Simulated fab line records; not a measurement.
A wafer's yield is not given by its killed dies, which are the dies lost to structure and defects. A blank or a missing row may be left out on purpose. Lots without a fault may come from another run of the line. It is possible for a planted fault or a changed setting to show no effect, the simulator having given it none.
What tool caused it? | flow n5-finfet | 9 lots with 27 wafers sampled at 5 steps, on a route of 1938 steps

WHAT THE GAUGES READ, wafer by wafer
N5_ILD0_THK_MEAS_04. Usual: 197.5 nm for thk-nm, sd 0.92.
lot  | measured    | on            | thk-nm (nm)       | flag
L578 | day 3 19:59 | film-metro-02 | 197.3 196.2 198.0 |
L581 | day 4 12:20 | film-metro-02 | 197.1 198.5 198.6 |
L582 | day 4 18:23 | film-metro-01 | 198.0 196.6 197.2 |
L588 | day 6 14:58 | film-metro-02 | 198.0 198.2 197.2 |
L589 | day 6 18:03 | film-metro-01 | 196.3 196.0 196.6 |
L590 | day 6 21:53 | film-metro-02 | 197.2 196.3 196.2 |
L595 | day 7 23:59 | film-metro-02 | 196.9 197.1 197.4 |
L597 | day 8 13:34 | film-metro-02 | 194.7 198.3 196.4 |
L598 | day 8 19:23 | film-metro-01 | 196.8 195.7 197.5 |

N5_BEOL_M4_RC_MEAS_101. Usual: DIBL_N 35.9 mV/V, standard deviation 1.3; DIBL_P 35.9 mV/V, standard deviation 1.5; IOFF_N 0.152 nA/um, standard deviation 0.023; IOFF_P 0.204 nA/um, standard deviation 0.027; ION_N 673 uA/um, standard deviation 9.2; ION_P 462 uA/um, standard deviation 6.7; SS_N 71.4 mV/dec, standard deviation 0.48; SS_P 73.2 mV/dec, standard deviation 0.55; VT_N 250.3 mV, standard deviation 2.6; VT_P -250.6 mV, standard deviation 3.
lot  | measured     | on        | DIBL_N (mV/V)  | DIBL_P (mV/V)  | IOFF_N (nA/um)    | IOFF_P (nA/um)    | ION_N (uA/um) | ION_P (uA/um) | SS_N (mV/dec)  | SS_P (mV/dec)  | VT_N (mV)         | VT_P (mV)            | flag
L578 | day 8 18:44  | prober-01 | 35.9 35.3 34.9 | 36.2 35.8 36.1 | 0.177 0.163 0.159 | 0.208 0.198 0.204 | 682 679 676   | 458 459 464   | 71.3 71.8 70.8 | 73.9 73.7 73.1 | 246.9 248.9 248.7 | -250.4 -251.5 -252.7 |
L581 | day 9 21:12  | prober-01 | 36.6 35.3 37.3 | 36.6 34.7 38.1 | 0.135 0.122 0.162 | 0.175 0.159 0.214 | 670 676 685   | 456 453 469   | 71.2 70.6 71.8 | 72.8 72.6 73.6 | 253.0 253.1 251.9 | -253.4 -254.0 -250.3 |
L582 | day 9 16:45  | prober-01 | 36.4 37.3 35.5 | 35.8 37.5 35.5 | 0.154 0.167 0.135 | 0.200 0.220 0.189 | 679 662 666   | 463 460 463   | 72.0 71.9 71.7 | 73.5 74.8 72.9 | 249.3 248.3 249.8 | -250.5 -250.0 -253.4 |
L588 | day 12 02:16 | prober-01 | 35.2 32.5 35.8 | 36.2 33.7 36.4 | 0.158 0.120 0.160 | 0.216 0.180 0.222 | 679 670 671   | 469 462 462   | 71.9 70.6 71.1 | 72.9 72.4 73.5 | 250.1 252.9 251.2 | -248.2 -250.1 -248.6 |
L589 | day 11 09:10 | prober-01 | 34.3 35.1 34.8 | 33.5 33.7 34.6 | 0.154 0.163 0.161 | 0.211 0.210 0.225 | 683 681 679   | 472 463 470   | 71.5 71.7 71.2 | 72.7 73.3 74.5 | 248.0 248.1 249.0 | -249.9 -249.2 -248.3 |
L590 | day 12 10:53 | prober-02 | 36.3 36.9 38.0 | 33.9 34.5 36.4 | 0.147 0.148 0.184 | 0.227 0.227 0.275 | 669 678 692   | 472 467 477   | 71.5 71.1 71.6 | 72.4 73.4 73.6 | 248.6 251.3 247.6 | -244.2 -247.5 -243.5 |
L595 | day 13 14:14 | prober-02 | 34.5 33.8 35.7 | 36.0 35.6 37.6 | 0.143 0.137 0.164 | 0.198 0.187 0.223 | 681 665 681   | 470 466 467   | 71.5 71.2 71.5 | 73.3 73.1 73.5 | 252.2 253.1 249.4 | -248.9 -253.0 -251.9 |
L597 | day 13 17:28 | prober-02 | 36.1 36.2 35.4 | 36.0 36.6 35.8 | 0.162 0.164 0.149 | 0.183 0.187 0.176 | 675 668 669   | 454 455 452   | 71.9 72.0 71.4 | 73.0 73.8 73.1 | 250.0 248.5 250.2 | -253.1 -255.2 -256.0 |
L598 | day 14 01:35 | prober-02 | 35.1 35.0 35.1 | 35.8 36.8 36.6 | 0.128 0.132 0.138 | 0.167 0.175 0.171 | 669 668 672   | 455 454 456   | 71.1 71.7 71.8 | 73.3 73.4 73.2 | 255.3 253.2 252.9 | -254.2 -253.3 -257.5 |

WHAT TOOL EACH LOT RAN ON (gives the tool, then ch and the chambers of the sampled wafers, and finally the start)
lot  | N5_SDB_CUT_ETCH_26              | N5_HKMG_FIN_HK_ANNEAL_02        | N5_HKMG_FIN_ALD_74
L578 | rie-si-05 ch 2,3, day 4 01:51   | rtp-anneal-01 ch 0, day 4 05:52 | ald-hk-02 ch 0,2,3, day 4 06:05
L581 | rie-si-05 ch 0,1,3, day 4 17:27 | rtp-anneal-02 ch 0, day 5 00:24 | ald-hk-02 ch 2,3, day 5 00:35
L582 | rie-si-06 ch 0,3, day 4 23:31   | rtp-anneal-02 ch 0, day 5 06:13 | ald-hk-03 ch 0,1,2, day 5 06:23
L588 | rie-si-05 ch 1,3, day 6 19:50   | rtp-anneal-01 ch 0, day 7 00:01 | ald-hk-03 ch 1,2, day 7 00:14
L589 | rie-si-05 ch 0,3, day 6 23:07   | rtp-anneal-02 ch 0, day 7 03:13 | ald-hk-02 ch 0,1,3, day 7 03:26
L590 | rie-si-05 ch 0,3, day 7 05:56   | rtp-anneal-02 ch 0, day 7 10:07 | ald-hk-03 ch 1,2, day 7 10:20
L595 | rie-si-02 ch 1,2,3, day 8 04:45 | rtp-anneal-01 ch 0, day 8 08:57 | ald-hk-03 ch 1,2, day 8 09:10
L597 | rie-si-06 ch 1,2,3, day 8 18:11 | rtp-anneal-01 ch 0, day 8 22:44 | ald-hk-01 ch 0,1,2, day 8 22:58
L598 | rie-si-06 ch 0,2,3, day 9 00:12 | rtp-anneal-01 ch 0, day 9 04:14 | ald-hk-03 ch 1,2, day 9 04:26
- N5_SDB_CUT_ETCH_26: etches Si in HBr/Cl2/O2, target depth 129.6 nm, bt time 20 s, time 51.8 s.
- N5_HKMG_FIN_HK_ANNEAL_02: time 30 s.
- N5_HKMG_FIN_ALD_74: deposits La2O3, target thk 0.5 nm, pulse time 6 s, co reactant pulse time 1 s.

WHAT THE TOOLS THEMSELVES READ (means of the sampled wafers that have a number; where no wafer has one, the mark that the record gives instead)
N5_SDB_CUT_ETCH_26. Usual: drypump-motor-current-A 5.6 A, standard deviation 0.62; mfc-cl2-sccm 80.01 sccm, standard deviation 0.24; oes-product-au 0.997 a.u., standard deviation 0.013; throttle-valve-pct 37.24 %, standard deviation 0.26.
lot  | tool      | drypump-motor-current-A (A) | mfc-cl2-sccm (sccm) | oes-product-au (a.u.) | throttle-valve-pct (%) | flag
L578 | rie-si-05 | 5.8                         | 79.99               | 1.008                 | 37.20                  |
L581 | rie-si-05 | 6.0                         | 79.89               | 0.997                 | 37.37                  |
L582 | rie-si-06 | 5.7                         | 80.09               | 0.987                 | 37.38                  |
L588 | rie-si-05 | 6.6                         | 80.15               | 1.004                 | 37.35                  |
L589 | rie-si-05 | 6.2                         | 80.15               | 1.007                 | 37.22                  |
L590 | rie-si-05 | 6.1                         | 80.12               | 1.006                 | 37.22                  |
L595 | rie-si-02 | 5.3                         | 80.08               | 0.994                 | 36.90                  |
L597 | rie-si-06 | 5.3                         | 80.07               | 0.994                 | 37.20                  |
L598 | rie-si-06 | 5.5                         | 79.73               | 0.988                 | 37.45                  |

N5_HKMG_FIN_HK_ANNEAL_02. Usual: lamp-power-pct 8.80 %, standard deviation 0.053; lamp_zone_3_pct 8.800 %, standard deviation 0.014; lamp_zone_6_pct 8.725 %, standard deviation 0.012; lamp_zone_7_pct 9.192 %, standard deviation 0.013; wafer_temp_C_max 703.0, standard deviation 0.67.
lot  | tool          | lamp-power-pct (%) | lamp_zone_3_pct (%) | lamp_zone_6_pct (%) | lamp_zone_7_pct (%) | wafer_temp_C_max | flag
L578 | rtp-anneal-01 | 8.80               | 8.804               | 8.728               | 9.181               | 702.6            |
L581 | rtp-anneal-02 | 8.79               | 8.799               | 8.719               | 9.188               | 703.3            |
L582 | rtp-anneal-02 | 8.73               | 8.801               | 8.721               | 9.183               | 703.5            |
L588 | rtp-anneal-01 | 8.85               | 8.807               | 8.740               | 9.180               | 703.3            |
L589 | rtp-anneal-02 | 8.75               | 8.807               | 8.729               | 9.192               | 703.6            |
L590 | rtp-anneal-02 | 8.79               | 8.806               | 8.725               | 9.200               | 702.9            |
L595 | rtp-anneal-01 | 8.84               | 8.789               | 8.729               | 9.181               | 702.7            |
L597 | rtp-anneal-01 | 8.84               | 8.807               | 8.721               | 9.199               | 703.2            |
L598 | rtp-anneal-01 | 8.84               | 8.812               | 8.726               | 9.198               | 702.9            |

N5_HKMG_FIN_ALD_74. Usual: heater-power-w 363 W, standard deviation 49; precursor-pulse-height-rel 1.003, standard deviation 0.021.
lot  | tool      | heater-power-w (W) | precursor-pulse-height-rel | flag
L578 | ald-hk-02 | 402                | 0.999                      |
L581 | ald-hk-02 | 402                | 0.992                      |
L582 | ald-hk-03 | 356                | 1.002                      |
L588 | ald-hk-03 | 399                | 1.005                      |
L589 | ald-hk-02 | 400                | 0.992                      |
L590 | ald-hk-03 | 397                | 0.993                      |
L595 | ald-hk-03 | 352                | 1.008                      |
L597 | ald-hk-01 | 354                | 0.985                      |
L598 | ald-hk-03 | 396                | 0.989                      |

THE ANSWER, worked out from the rows above alone
Rule: a lot counts as off when the mean over its wafers that have a number is more than 3 standard deviations away from the usual mean. Also off: a lot with no number at a reading for which 4 or more lots have one. The other lots that the step has rows for count as sound. Order of review: gauges by route order, followed by the tools' own readings, for which a lot's mean as printed above is used. The first step at which some lot is off is used, and at that step the reading that is off furthest; a lot without a number counts as furthest.
No lot is off at any reading shown: from this, nothing can be told.

WHAT THE SIMULATOR HAD PUT IN
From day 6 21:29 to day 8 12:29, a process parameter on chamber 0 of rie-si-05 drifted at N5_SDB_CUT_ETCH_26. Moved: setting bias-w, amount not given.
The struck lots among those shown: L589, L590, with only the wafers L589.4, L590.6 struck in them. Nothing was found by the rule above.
